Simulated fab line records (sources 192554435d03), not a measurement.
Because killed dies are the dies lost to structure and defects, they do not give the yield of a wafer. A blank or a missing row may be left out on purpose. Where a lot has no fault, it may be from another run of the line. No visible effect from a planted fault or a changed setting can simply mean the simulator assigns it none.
fab line records | flow n5-finfet
[record] lots = 4 | wafers = 12 | last-day = 17
route steps=1938 shown BEOL_M7@1314 BEOL_M8@1332 PASSIVATION@1936
lots untouched by any fault: they come from a run of this same line in which no faults occurred
start-h: start of the lot's first displayed wafer, in hours after the record's first day | wait-h: hours since the lot's step before | " repeats the value in the row above | L1.1+2: a single row standing in for several wafers | - no value present, or no start provided | * or withheld: withheld | < > ~ a bound
route shown NAME@n: NAME is a module with steps in the file, n the number in the route of the first one | usual: average and standard deviation across the fault-free wafers | same: alike in all rows | chamber/n: place in a boat | sites: readings site by site | _std_site: the standard deviation of these | _edge_site: mean of outer sites minus mean of inner sites | radius-mm: how far each site lies from the wafer's centre | mask NAME#n: copy n | behind: the most recent tool/chamber to have shaped the wafer | hold: what put the lot on hold/how long, in hours/how the hold closed | device: the transistor (n, p or np) that didn't switch | end of line: tests run on the same wafers once the route is complete | where a step has no rows: the recipe by itself | killed: at the first sort, the dies lost to defects and structure; wafer yield is something else | map: a wafer's dies, x killed, . not, _ none there
set.NAME: the run value of the setting; set.NAME@STEP: its run value at that earlier step | model.NAME: the simulator's own value behind a step, which no gauge read
certain route steps with their lots: each step a table, each wafer a row
services: a tool's chamber out of use, with start hour (start-h, from the record's first day; less than 0 if before it), hours out, and reason
[[steps]]
[step N5_BEOL_M7_PRECLEAN_42]
[recipe] chemistry = residue-remover | time-s = 60 | temp-c = 40
[step N5_BEOL_M7_SRD_43]
[recipe] time-s = 30 | temp-c = 23 | rinse-liquid = diw | dry = ipa-marangoni
[step N5_BEOL_M7_CURE_75]
[recipe] temp-c = 370 | time-s = 120 | ambient = DMADMS/He | material = SiCOH_lowk
[step N5_BEOL_M7_DEGAS_44]
[recipe] ambient = vacuum | temp-c = 250 | time-s = 60
[step N5_BEOL_M7_PRE_CLEAN_45]
[recipe] gas = H2/He | time-s = 30 | temp-c = 250
[step N5_BEOL_M7_ALD_77]
[recipe] material = TaN | target-thk-a = 20 | temp-c = 275 | ald-precursor-family = PDMAT | ald-co-reactant = NH3 | pressure-torr = 3 | carrier-flow-sccm = 1500 | pulse-time-s = 2 | purge-time-s = 3 | co-reactant-purge-time-s = 2 | co-reactant-pulse-time-s = 3 | ald-cycles = 40 | precursor-vessel-temp-c = 75 | precursor-vessel-pressure-torr = 26.25 | precursor-vessel-carrier-sccm = 1000
[step N5_BEOL_M7_SURFACE_TREAT_79]
[recipe] gas = Ar | time-s = * | ion-energy-ev = * | ion-current-ma-cm2 = 0.5 | pressure-mtorr = * | ar-flow-sccm = 30
[step N5_BEOL_M7_CVD_78]
[recipe] material = Co | target-thk-a = 20 | temp-c = withheld | precursor = CCTBA/H2 | pressure-torr = 30 | time-s = 142.3
[step N5_BEOL_M7_SPUTTER_48]
[recipe] material = Cu | target-thk-a = 100 | temp-c = -20 | bias-v = 60 | power-w = 26000 | chamber-pressure-pa = 0.13 | time-s = 1.667
[step N5_BEOL_M7_ECD_50]
[recipe] material = Cu | target-thk-a = 3000
[step N5_BEOL_M7_ANNEAL_51]
[recipe] temp-c = 225 | time-s = 90 | ambient = N2
[step N5_BEOL_M7_CMP_52]
[recipe] stop-on = SiCOH_lowk | t-overpolish-s = 6.9 | down-force-psi = 1 | platen-rpm = 50 | clearing-platen-down-force-psi = 1.5 | clearing-platen-rpm = 50 | post-cmp-clean = cu-alkaline | target-thk-nm = 80 | clearing-platen-pad-velocity-m-s = 0.99484 | pad-velocity-m-s = 0.99484
[usual] barrier-field-endpoint-s = 29.0/0.74 | clearing-platen-rpm = 50.001/0.024 | motor-current-A = 5.8/0.77 | overpolish-run-s = 6.900/0.0083 | pad-life-wafers = 934/430 | platen-rpm = 50.00/0.032 | time-to-endpoint-s = 63/3
lot.wafer | tool   | chamber | start-h | wait-h | barrier-field-endpoint-s | clearing-platen-rpm | motor-current-A | overpolish-run-s | pad-life-wafers | platen-rpm | time-to-endpoint-s
L876.3    | cmp-03 | 3       | 248.39  | 0.2    | 28.6                     | 50.002              | 6.1             | 6.902            | 391             | 50.04      | 61
L876.1    | "      | 0       | "       | "      | 29.1                     | 50.018              | 4.9             | 6.894            | 392             | 49.99      | 62
L876.5    | "      | 2       | "       | "      | 28.3                     | 50.034              | 5.3             | 6.896            | -               | 49.96      | 64
L881.4    | cmp-03 | 3       | 292.99  | 0.2    | 28.2                     | 50.030              | 6.4             | 6.889            | 757             | 49.99      | 62
L881.2    | "      | 1       | "       | "      | 28.6                     | 49.997              | 5.3             | 6.891            | 759             | 49.94      | 63
L881.6    | "      | 2       | "       | "      | 28.8                     | 49.999              | 5.2             | 6.903            | -               | 49.97      | 63
L879.4    | cmp-03 | 2       | 296.15  | 0.1    | 28.4                     | 49.975              | 5.5             | 6.906            | 780             | 49.98      | 60
L879.1    | "      | 3       | "       | "      | 28.3                     | 50.006              | 6.3             | 6.894            | 781             | 49.97      | 62
L879.2    | "      | 0       | "       | "      | 28.2                     | 49.966              | 4.9             | 6.926            | 782             | 50.06      | 59
L889.3    | cmp-01 | 0       | 326.05  | 0.2    | 28.5                     | 49.988              | 7.7             | 6.908            | 1356            | 50.01      | 59
L889.2    | "      | 3       | "       | "      | 27.5                     | 50.009              | 6.0             | 6.899            | 1359            | 50.00      | 60
L889.5    | "      | 0       | "       | "      | 28.1                     | 49.976              | 7.7             | 6.904            | -               | 49.93      | 59
[step N5_BEOL_M7_PRE_CLEAN_55]
[recipe] gas = NH3 | time-s = 15 | temp-c = withheld | rf-power-w = 300
[step N5_BEOL_M7_DEP_56]
[recipe] material = SiCN | target-thk-a = 100 | temp-c = withheld | precursor = 3MS/NH3 | pressure-torr = 3 | rf-w = 202 | time-s = 17.5
[step N5_BEOL_M7_INSPECT_58]
[recipe] inspect-instrument = darkfield | mode = post-dep
[usual] raw-defect-count = 70/27
lot.wafer | tool              | chamber | start-h | wait-h | raw-defect-count
L876.1    | defect-inspect-02 | -       | 248.80  | 0.0    | 27
L876.3    | "                 | -       | "       | "      | 17
L876.5    | "                 | -       | "       | "      | 39
L881.2    | defect-inspect-01 | -       | 293.40  | 0.0    | 697
L881.4    | "                 | -       | "       | "      | 743
L881.6    | "                 | -       | "       | "      | 752
L879.1    | defect-inspect-02 | -       | 296.60  | 0.0    | 716
L879.2    | "                 | -       | "       | "      | 746
L879.4    | "                 | -       | "       | "      | 754
L889.2    | defect-inspect-02 | -       | 326.50  | 0.0    | 98
L889.3    | "                 | -       | "       | "      | 84
L889.5    | "                 | -       | "       | "      | 77
[step N5_BEOL_M8_ILD_DEP_00]
[recipe] material = SiCOH_lowk | target-thk-a = 1797.5 | temp-c = 300 | precursor = DEMS/porogen | pressure-torr = 5 | rf-w = 500 | time-s = 33.4
[step N5_BEOL_M8_CURE_74]
[recipe] temp-c = 385 | time-s = 240 | ambient = He/Ar | material = SiCOH_lowk
[step N5_BEOL_M8_PECVD_70]
[recipe] material = SiO2 | target-thk-a = 200 | temp-c = 400 | precursor = TEOS/O2 | pressure-torr = 5.5 | rf-w = 450 | teos-flow-sccm = 53.8 | gas = O2 | flow-sccm = 3000 | time-s = 22.7
[step N5_BEOL_M8_HM_DEP_02]
[recipe] material = TiN | target-thk-a = 200 | temp-c = 25 | chamber-pressure-pa = 0.49996
[step N5_BEOL_M8_COAT_59]
[recipe] resist = SOC | temp-c = 250 | time-s = 60 | spin-rpm = 1500 | resist-thk-nm = 100
[step N5_BEOL_M8_COAT_60]
[recipe] resist = SiARC | temp-c = 220 | time-s = 60 | spin-rpm = 1500 | resist-thk-nm = 35
[step N5_BEOL_M8_COAT_05]
[recipe] resist = CAR-ArF | spin-rpm = 1500 | resist-thk-nm = 90
[step N5_BEOL_M8_EBR_07]
[recipe] solvent = PGMEA | ebr-width-mm = 1.5
[step N5_BEOL_M8_SOFTBAKE_06]
[recipe] temp-c = 110 | time-s = 60 | resist = CAR-ArF
[step N5_BEOL_M8_EXPOSE_08]
[recipe] mask-id = M8 | na = 1.35 | source-shape = dipole | sigma-inner = 0.817 | sigma-outer = 0.97 | polarization = te | dose-mj = 68.25
[step N5_BEOL_M8_PEB_09]
[recipe] peb-temp-c = withheld | peb-time-s = 60 | resist = CAR-ArF
[step N5_BEOL_M8_DEVELOP_10]
[recipe] develop-time-s = 30 | developer = TMAH | resist = CAR-ArF | rinse-liquid = diw | dry = air-spin | dev-temp-c = 23
[step N5_BEOL_M8_INSPECT_13]
[recipe] mode = adi | inspect-instrument = brightfield
[usual] raw-defect-count = 413/110
lot.wafer | tool              | chamber | start-h | wait-h | raw-defect-count
L876.1    | defect-inspect-01 | -       | 250.43  | 0.0    | 583
L876.3    | "                 | -       | "       | "      | 681
L876.5    | "                 | -       | "       | "      | 648
L881.2    | defect-inspect-01 | -       | 295.85  | 0.0    | 922
L881.4    | "                 | -       | "       | "      | 1263
L881.6    | "                 | -       | "       | "      | 1018
L879.1    | defect-inspect-01 | -       | 299.27  | 0.0    | 956
L879.2    | "                 | -       | "       | "      | 1072
L879.4    | "                 | -       | "       | "      | 1105
L889.2    | defect-inspect-02 | -       | 330.52  | 0.0    | 399
L889.3    | "                 | -       | "       | "      | 538
L889.5    | "                 | -       | "       | "      | 432
[step N5_BEOL_M8_DESCUM_16]
[recipe] chemistry = O2 | time-s = 7.9 | source-power-w = 50 | bias-power-w = 20 | pressure-mtorr = 20 | rf-frequency-hz = 2.712e+07 | temp-c = 40 | resist = CAR-ArF | o2-flow-sccm = 225
[step N5_BEOL_M8_ETCH_61]
[recipe] chemistry = CF4 | target = SiARC | target-depth-a = 455 | mask-material = CAR-ArF | time-s = 75.8 | ion-energy-ev = 80 | pressure-mtorr = 40 | source-w = 545 | bias-w = 36 | Ar_flow_sccm = 100 | cf4-flow-sccm = 100 | ends = cleared
[step N5_BEOL_M8_ETCH_62]
[recipe] chemistry = N2/H2 | target = SOC | target-depth-a = 1100 | overetch-a = 220 | mask-material = SiARC | temp-c = 40 | time-s = 165 | ion-energy-ev = 200 | pressure-mtorr = 30 | source-w = 840 | bias-w = 150 | n2-flow-sccm = 200 | h2-flow-sccm = 200
[step N5_BEOL_M8_STRIP_68]
[recipe] chemistry = N2/H2 | temp-c = 40 | n2-flow-sccm = 200 | h2-flow-sccm = 200 | rf-frequency-hz = 6e+07
[step N5_BEOL_M8_STRIP_67]
[recipe] chemistry = CF4 | resist = SiARC | power-w = 300 | bias-power-w = 75 | pressure-mtorr = 50 | cf4-flow-sccm = 150 | rf-frequency-hz = 6e+07
[step N5_BEOL_M8_HM_OPEN_17]
[recipe] chemistry = Cl2/BCl3 | target-depth-a = 200 | overetch-a = 60 | target = TiN | mask-material = SOC | ion-energy-ev = 150 | pressure-mtorr = 10 | icp-w = 1000 | bias-w = 126 | Cl2_flow_sccm = 53.25 | bcl3-flow-sccm = 21.75 | Ar_flow_sccm = 25
[step N5_BEOL_M8_STRIP_19]
[recipe] chemistry = O2 | power-w = 400 | temp-c = 40 | pressure-mtorr = 30 | rf-frequency-hz = 6e+07 | bias-power-w = 0 | overash-fraction = 0.2 | o2-flow-sccm = 225
[step N5_BEOL_M8_INSPECT_30]
[recipe] mode = adi | inspect-instrument = brightfield
[usual] raw-defect-count = 417/110
lot.wafer | tool              | chamber | start-h | wait-h | raw-defect-count
L876.1    | defect-inspect-02 | -       | 252.54  | 0.1    | 519
L876.3    | "                 | -       | "       | "      | 644
L876.5    | "                 | -       | "       | "      | 581
L881.2    | defect-inspect-01 | -       | 297.82  | 0.0    | 925
L881.4    | "                 | -       | "       | "      | 1267
L881.6    | "                 | -       | "       | "      | 1002
L879.1    | defect-inspect-01 | -       | 302.05  | 0.1    | 959
L879.2    | "                 | -       | "       | "      | 1061
L879.4    | "                 | -       | "       | "      | 1078
L889.2    | defect-inspect-02 | -       | 333.01  | 0.0    | 390
L889.3    | "                 | -       | "       | "      | 560
L889.5    | "                 | -       | "       | "      | 426
[step N5_PASSIVATION_PROBE_49]
[usual] defect-limited-yield = 91.4/1.5 | killed_at_M0_to_M3 = 33/11 | killed_at_M4_up = 14/5.3 | killed-at-contacts = 13/6.2 | killed-at-front-end = 39/13 | killed-at-other = 3.1/2.8 | killed-dies = 102/17 | killed-on-rim = 13/3.8 | killed-open = 68/13 | killed-short = 32/7.8 | sort_bin_5_function = 5.1/0.95 | sort_bin_6_memory = 3.2/0.7 | sort-n-pass = 1078/18 | sort-yield-pct = 91.3/1.5
[same] gross-dies = 1180 | killed-at-back-side = 0 | sort_bin_4_leakage[%] = 0 | sort_bin_8_speed[%] = 0
lot.wafer | tool      | chamber | start-h | wait-h | defect-limited-yield[%] | killed_at_M0_to_M3 | killed_at_M4_up | killed-at-contacts | killed-at-front-end | killed-at-other | killed-dies | killed-on-rim | killed-open | killed-short | sort_bin_5_function[%] | sort_bin_6_memory[%] | sort-n-pass | sort-yield-pct[%]
L881.2    | prober-01 | -       | 371.75  | 0.1    | 54.7                    | 26                 | 474             | 7                  | 22                  | 5               | 534         | 75            | 51          | 30           | 28.2                   | 14.6                 | 646         | 54.7
L881.4    | prober-01 | -       | 371.85  | 0.2    | 53.6                    | 19                 | 500             | 6                  | 21                  | 2               | 548         | 69            | 41          | 17           | 30.1                   | 13.5                 | 632         | 53.6
L881.6    | prober-01 | -       | 371.95  | 0.3    | 51.0                    | 31                 | 503             | 7                  | 30                  | 7               | 578         | 63            | 70          | 30           | 33.3                   | 12.7                 | 602         | 51.0
L879.1    | prober-02 | -       | 372.87  | 0.0    | 53.5                    | 19                 | 481             | 15                 | 30                  | 4               | 549         | 61            | 61          | 16           | 29.3                   | 14.2                 | 631         | 53.5
L879.2    | prober-02 | -       | 372.92  | 0.1    | 50.7                    | 16                 | 514             | 11                 | 32                  | 9               | 582         | 72            | 50          | 25           | 31.1                   | 15.4                 | 598         | 50.7
L879.4    | prober-02 | -       | 373.02  | 0.2    | 52.2                    | 14                 | 519             | 11                 | 17                  | 3               | 564         | 63            | 43          | 16           | 31.0                   | 12.6                 | 616         | 52.2
// killed by level:class
L881.2 BEOL_M7:unspecified=453 BEOL_M4:geometric-particle:open=11 FIN_SAQP:geometric-particle:open=7 BEOL_M0_SAQP:geometric-particle:short=7 MOL_CONTACT_COAG:geometric-particle:open=5 BEOL_M1:geometric-particle:open=5 BEOL_M2:geometric-particle:open=4 BEOL_M4:geometric-particle:short=4
L881.4 BEOL_M7:unspecified=490 BEOL_M4:geometric-particle:open=7 BEOL_M3:geometric-particle:open=6 MOL_CONTACT_COAG:geometric-particle:open=5 STI_FIN_REVEAL:geometric-particle:open=3 BEOL_M0_SAQP:geometric-particle:short=3 BEOL_M1:geometric-particle:open=3 BEOL_M2:geometric-particle:open=3
L881.6 BEOL_M7:unspecified=476 BEOL_M4:geometric-particle:open=15 FIN_SAQP:geometric-particle:short=10 FIN_SAQP:geometric-particle:open=7 BEOL_M3:geometric-particle:open=7 MOL_CONTACT_COAG:geometric-particle:open=7 BEOL_M2:geometric-particle:open=7 BEOL_M0_SAQP:geometric-particle:open=6
L879.1 BEOL_M7:unspecified=468 MOL_CONTACT_COAG:geometric-particle:open=15 STI_FIN_REVEAL:geometric-particle:open=9 BEOL_M4:geometric-particle:open=8 BEOL_M0_SAQP:geometric-particle:short=5 FIN_SAQP:geometric-particle:open=4 FIN_SAQP:geometric-particle:short=4 BEOL_M2:geometric-particle:open=4
L879.2 BEOL_M7:unspecified=507 STI_FIN_REVEAL:geometric-particle:open=12 MOL_CONTACT_COAG:geometric-particle:open=8 FIN_SAQP:geometric-particle:short=5 BEOL_M0_SAQP:geometric-particle:open=4 BEOL_M1:geometric-particle:open=4 STARTING-WAFER:geometric-particle:short=4 MOL_CONTACT_COAG:geometric-particle:short=3
L879.4 BEOL_M7:unspecified=503 MOL_CONTACT_COAG:geometric-particle:open=9 DUMMY_GATE:geometric-particle:open=5 BEOL_M0_SAQP:geometric-particle:open=4 BEOL_M4:geometric-particle:open=4 STI_FIN_REVEAL:geometric-particle:open=3 BEOL_M0_SAQP:geometric-particle:short=3 BEOL_M3:geometric-particle:open=3
// map L879.2 (x killed, . not)
_________________.xx...x....x________________
______________x..x.xxx.x.x.xx.xx_____________
___________.xx..xxxx.....x..x.x.x.x__________
__________..x..xxxxxxxxxxx..xxx..x.x_________
________..xx......x....x..x.xx...xxxx._______
_______xx.x.xx..xxxx..x.x.xx.x..x..x..x______
______..xxxx.x..xx.xx..xx..x........xxxx_____
_____x..xx.xxx..x.x.x..xxxx..xx...x...xx.____
____.x..xxxxx.xx.x.xx.x...x.x..xxxx..x..xx___
___...xx.xx.x..xxxx..xx.....xx..x..xxx.....__
___.x..xx..x..xxx..xx.xxx..xxx.x.xx.x..xx..__
__.xx.x...xx..xx..x.xxxx..x..x.xx...xx.x...._
__x...x.xxxx..x..xx....xxx...x.x.x.xx..xxxx._
_....xx..x.xx.x.x......xx.x.xxx...x..x.x..xxx
_xx.x.x.x.x.x..xx.....x..x.x.xx.x.x.xx..x.x.x
_x........x....xx.xx....xx.x.xxx...x..x..x.x.
_..xxxxx..x.xx..xxxx.x.xxx..xxx....x....xx...
_x...xx.xx..xxxxx.....xx.x....xxx..xx.x.xx...
_x.x.xxx..x.x.....x..xx....x.xxx.....xxxxx...
_x.xx.....x.xx.xx.xxxx.x.xx..xxxxx....xxxxxxx
_.xx.x.x.x........x.x...x.x..xx.xxx.x.x....x.
__...x.xxx..xxxx.xxxx..x.xxx.xxxxx...xx.xx.._
__x...xxxxxxx.x.xx.....xx.xxxx....x...xx.x.x_
___.xx..x...xxx..x.xxx...x..x...x.x.xx.xxx.__
___x.x.....x.xxxx.xxx..xx.xxxx..xxx.......x__
____.xxx...xx.x.xxxxxx..xxx.x..xxxx...x.x.___
_____.xxx..xxxxxxx..x...xx.x..xx..x.x..xx____
______xx..xx..xxxx..xx.xx.x.......x..xxx_____
_______.xxxx.x...xx.x.x.xxx...x.xx.xxxx______
________x.xxxx.x..x....xxxxx..x....x.x_______
__________x..xx.x.x..x.xxxxx.xxxxx.._________
___________.x.xxx.xx....xx..xxxx..x__________
______________.x........x...xx.._____________
_________________...xx.x.x...________________
// map L881.6 (x killed, . not)
_________________.x.x.x.xxx..________________
______________..xxxxxxx.xx...x.x_____________
___________....x.xx..xx.xx.xxxx....__________
__________.x.x.xx.x.xxxxx.x..x..xx.._________
________..x..x.....xxx.xx..xx...x.x.xx_______
_______.x.x.xx...x...xx.x..xx.x.xxxxx..______
______..x..xx.x.xxx.xx.x...x.xx.x.x..xx._____
_____xxx..xxxxx.xx.x..xx..xxx.x.xxxxx.xx.____
____..xx.xxxxx........x...x.x........xx..x___
___xxx..xxx.xx.........x.xxx....x..........__
___xxx.xxxx.x...xx..xx.xxx.xx...xx....x...x__
__.xx......xx.xx.xxx.x.x.xxx..xxxx.xx.xx.x.._
__.....xx.....x.x.xx...x..x.x.x..xxxxx.xxx.._
_x..x..x..xxxxx..x...x..xx...x.xxxx.xx..x.x..
_xx.x.x.xx.x.xxxxx..x..xx..x.x...xxx.......x.
_xxx.x..x...xxx.xx..x.x.xxxxx.x..xxx....xxxx.
_...x.xxx..xxx..xx.x..x.x...xx.......xxxxxxx.
_x.x...x..x....x.x.x...xx..x.x.xx.xx.xxxxx...
_.xx.xx..xx.x.....xx.x...x.x.xx.x...x..x..x.x
_xxx.x...xxxx....xxx.x...x..x..xx.x...x.x..x.
_x..x..xx.xxx....xxxxxx.xx.x.x.xx.x.x.x..xx..
__..xxxxx..x.xx.x...xxxx.xxx....x.xx..xx...x_
__xx..x.x..xx.x.x...xxx.xx.x..xxxx.x.x.xx.x._
___.x..x.x.xx.......xxx.xxxx.xxx..x.xxxx...__
___xx..x.xx.xxx.xx.x..xxx.xxxxxxx....x.x...__
____..x.x....xx..x..x.xxxx...x..xx....xxx.___
_____xx.xx..x..xxxxx..x..x.xxx..x.....xx.____
______....xxx.x.x.x.xxx...x..x.xx.x.x..x_____
_______.xx....xx.....xxx..x..x.x.xxxx..______
________xx.x.x....x..x.x..xxxx...x...x_______
__________xxx...x.x.xxx.xxx.xx.xxxx._________
___________.x.xxxxxxx.x.....x.x...x__________
______________.xx...xx....x..x.x_____________
_________________x...xx..xx.x________________
[[services]]
tool   | chamber | start-h | hours | kind
cmp-01 | -       | 243.11  | 5.2   | pm
cmp-01 | -       | 305.18  | 1.3   | repair
[[key]]
[first-sign] step = N5_BEOL_M7_INSPECT_58 | reading = raw-defect-count | direction = up | sigmas = 24 | usual = 70 | struck = 735
[effect] step = N5_BEOL_M8_INSPECT_13 | reading = raw-defect-count | direction = up | sigmas = 5.8 | usual = 413 | struck = 1056
[effect] step = N5_BEOL_M8_INSPECT_30 | reading = raw-defect-count | direction = up | sigmas = 5.7 | usual = 417 | struck = 1049
[effect] step = N5_PASSIVATION_PROBE_49 | reading = killed_at_M4_up | direction = up | sigmas = 91 | usual = 14 | struck = 498
[more-kills-born-at] N5_BEOL_M7_CMP_52@cmp-03 = 2897
met-at N5_BEOL_M7_CMP_52
struck-wafers L879.1,L879.2,L879.4,L881.2,L881.4,L881.6
onset-between 248.39 292.99
[fault] kind = chamber-particle-source | tool = cmp-03 | chamber = - | onset-h = 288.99 | steps = N5_BEOL_M7_CMP_52 | rate-per-visit-cm2 = 1.0423 | end-h = 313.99
